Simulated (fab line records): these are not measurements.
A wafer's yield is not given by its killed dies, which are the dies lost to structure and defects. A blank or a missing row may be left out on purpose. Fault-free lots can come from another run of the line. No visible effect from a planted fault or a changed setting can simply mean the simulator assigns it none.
A lot that was struck, set against a sound lot | flow n5-finfet | 31 steps out of a route of 1938
Sound: the wafers L536.3, L536.4, L536.5. Struck: wafer L527.2. (L527.4 of the same lot was not struck and is left out.) The cause comes at the end.
For every step that has rows: the tool of each side, followed by ch and its chambers, followed by its first start. Under that, the readings that differ: sound wafers | struck wafers | difference of the means | sigmas: that difference in standard deviations of wafers without a fault.
alike: readings whose means differ by less than 2 such deviations, and words and numbers that are the same on both sides. not compared: withheld readings, readings that some wafer has no value for, bounds like >300 that may hide the same value, and numbers for which the record gives no deviation and whose values overlap.
The two part at a step that has a row with sigmas, a row that says differs or no value, or rows on one side only. When numbers do not overlap yet have no deviation, they are printed without sigmas and do not part them. A reading missing from all wafers of one side parts the sides only when that side holds two or more wafers.

first, 6 steps without rows for these wafers: N5_MIM_TOP_LITHO_EBR_04; N5_MIM_TOP_LITHO_SOFTBAKE_03 (time 90 s); N5_MIM_TOP_LITHO_EXPOSE_05 (exposes mask MIM TOP, target cd 2000 nm); N5_MIM_TOP_LITHO_PEB_06; N5_MIM_TOP_LITHO_DEVELOP_07 (develop time 60 s); N5_MIM_TOP_LITHO_HARDBAKE_09 (time 120 s).
N5_MIM_TOP_LITHO_CD_MEAS_08 targets a cd of 2000 nm.
  sound on cd-sem-01 ch 0, day 15 20:27; struck on cd-sem-03 ch 0, day 13 16:47
  alike: cd-nm
N5_MIM_TOP_LITHO_OVL_MEAS_11:
  sound on overlay-02 ch 0, day 15 20:29; struck on overlay-02 ch 0, day 13 16:49
  alike: MIM_TOP_OVL
N5_MIM_TOP_LITHO_INSPECT_12: inspects for defects (macro).
  sound on defect-inspect-01, day 15 20:30; struck on defect-inspect-02, day 13 16:51
  alike: raw-defect-count
then, 2 steps without rows for these wafers: N5_MIM_TOP_LITHO_DESCUM_10 (chemistry O2, time 7.9 s); N5_MIM_TOP_ETCH_ETCH_00 (etches TiN in Cl2/BCl3, target depth 38.5 nm).
N5_MIM_TOP_ETCH_STRIP_01: strips in O2.
  sound on rie-diel-04 ch 1,2,3, day 15 20:58; struck on rie-diel-04 ch 0, day 13 17:14
  reading                     | sound       | struck | difference | sigmas
  drypump-motor-current-A (A) | 5.4 5.6 5.5 | 6.3    | +0.8       | +2
  alike: oes-product-au, rf-vpp-V, showerhead-plenum-p-Torr, temp-c, throttle-valve-pct
  not compared: rf-hours-counter-h
N5_MIM_TOP_ETCH_PECVD_03: deposits SiNx from SiH4/NH3/N2, target thk 20 nm, time 17.6 s.
  sound on pecvd-03 ch 0,2, day 15 21:02; struck on pecvd-01 ch 2, day 13 17:18
  reading                                         | sound      | struck | difference | sigmas
  model.SiNx_of_MIM_TOP_ETCH_PECVD_03.thk-nm (nm) | 20 20.2 20 | 23     | +3         |
  alike: chamber-pressure-Torr, heater-power-w, showerhead-plenum-p-Torr, throttle-valve-pct
then, 8 steps without rows for these wafers: N5_MIM_BOT_LITHO_HMDS_01 (time 60 s); N5_MIM_BOT_LITHO_COAT_02; N5_MIM_BOT_LITHO_EBR_04; N5_MIM_BOT_LITHO_SOFTBAKE_03 (time 90 s); N5_MIM_BOT_LITHO_EXPOSE_05 (exposes mask MIM BOT); N5_MIM_BOT_LITHO_PEB_06; N5_MIM_BOT_LITHO_DEVELOP_07 (develop time 60 s); N5_MIM_BOT_LITHO_HARDBAKE_09 (time 120 s).
N5_MIM_BOT_LITHO_CD_MEAS_08 targets a cd of 3000 nm.
  sound on cd-sem-03 ch 0, day 15 21:24; struck on cd-sem-03 ch 0, day 13 17:40
  alike: cd-nm
N5_MIM_BOT_LITHO_OVL_MEAS_11:
  sound on overlay-02 ch 0, day 15 21:26; struck on overlay-02 ch 0, day 13 17:41
  alike: MIM_BOT_OVL
N5_MIM_BOT_LITHO_INSPECT_12: inspects for defects (macro).
  sound on defect-inspect-02, day 15 21:27; struck on defect-inspect-01, day 13 17:43
  reading          | sound | struck | difference | sigmas
  raw-defect-count | 1 0 1 | 4      | +3         | +2
N5_MIM_BOT_LITHO_DESCUM_10: chemistry O2, time 7.9 s.
  sound on rie-diel-05 ch 1,2,3, day 15 21:35; struck on rie-diel-02 ch 3, day 13 17:45
  reading                         | sound          | struck | difference | sigmas
  showerhead-plenum-p-Torr (Torr) | 2.04 2.05 1.97 | 2.09   | +0.07      | +2
  alike: drypump-motor-current-A, oes-product-au, rf-vpp-V, temp-c, throttle-valve-pct
  not compared: rf-hours-counter-h
N5_MIM_BOT_ETCH_ETCH_04: etches SiNx in CF4/O2, target depth 26 nm, time 13 s.
  sound on rie-diel-05 ch 1,2,3, day 15 21:39; struck on rie-diel-02 ch 3, day 13 17:49
  alike: drypump-motor-current-A, oes_ar_750_au, oes_o_777_au, oes-product-au, rf-vpp-V, showerhead-plenum-p-Torr, throttle-valve-pct
  not compared: rf-hours-counter-h
then, 1 step without rows for these wafers: N5_MIM_BOT_ETCH_ETCH_03 (etches the open film in Cl2/BCl3, target depth 12 nm).
N5_MIM_BOT_ETCH_ETCH_00: etches TiN in Cl2/BCl3, target depth 45.5 nm.
  sound on rie-metal-01 ch 0,1, day 15 21:52; struck on rie-metal-03 ch 1, day 13 17:59
  reading                | sound | struck | difference                   | sigmas
  rf-hours-counter-h (h) | - - - | 10     | no value on the sound wafers |
  alike: drypump-motor-current-A, mfc-cl2-sccm, oes_ar_750_au, oes-product-au, throttle-valve-pct
N5_MIM_BOT_ETCH_STRIP_01: strips in O2.
  sound on rie-diel-02 ch 0,1,3, day 15 22:07; struck on rie-diel-01 ch 0, day 13 18:08
  alike: drypump-motor-current-A, oes-product-au, rf-vpp-V, showerhead-plenum-p-Torr, temp-c, throttle-valve-pct
  not compared: rf-hours-counter-h
N5_MIM_BOT_ETCH_STRIP_02: strips in post etch residue remover, time 1200 s.
  sound on wet-bench-03 ch 0,1,4, day 15 22:11; struck on wet-bench-06 ch 2, day 13 18:12
  reading                                         | sound          | struck | difference | sigmas
  model.SiNx_of_MIM_TOP_ETCH_PECVD_03.thk-nm (nm) | 19.6 19.8 19.8 | 22.6   | +2.9       |
  alike: temp-c
then, 1 step without rows for these wafers: N5_MIM_BOT_ETCH_CLEAN_05 (cleans in IPA, time 180 s).

WHERE THEY PART
At N5_MIM_TOP_ETCH_STRIP_01 first; at N5_MIM_BOT_ETCH_ETCH_00 last (within this record only). Later steps at which nothing parts them and some readings are alike: N5_MIM_BOT_ETCH_STRIP_01, N5_MIM_BOT_ETCH_STRIP_02.

WHY: whatever the simulator had introduced
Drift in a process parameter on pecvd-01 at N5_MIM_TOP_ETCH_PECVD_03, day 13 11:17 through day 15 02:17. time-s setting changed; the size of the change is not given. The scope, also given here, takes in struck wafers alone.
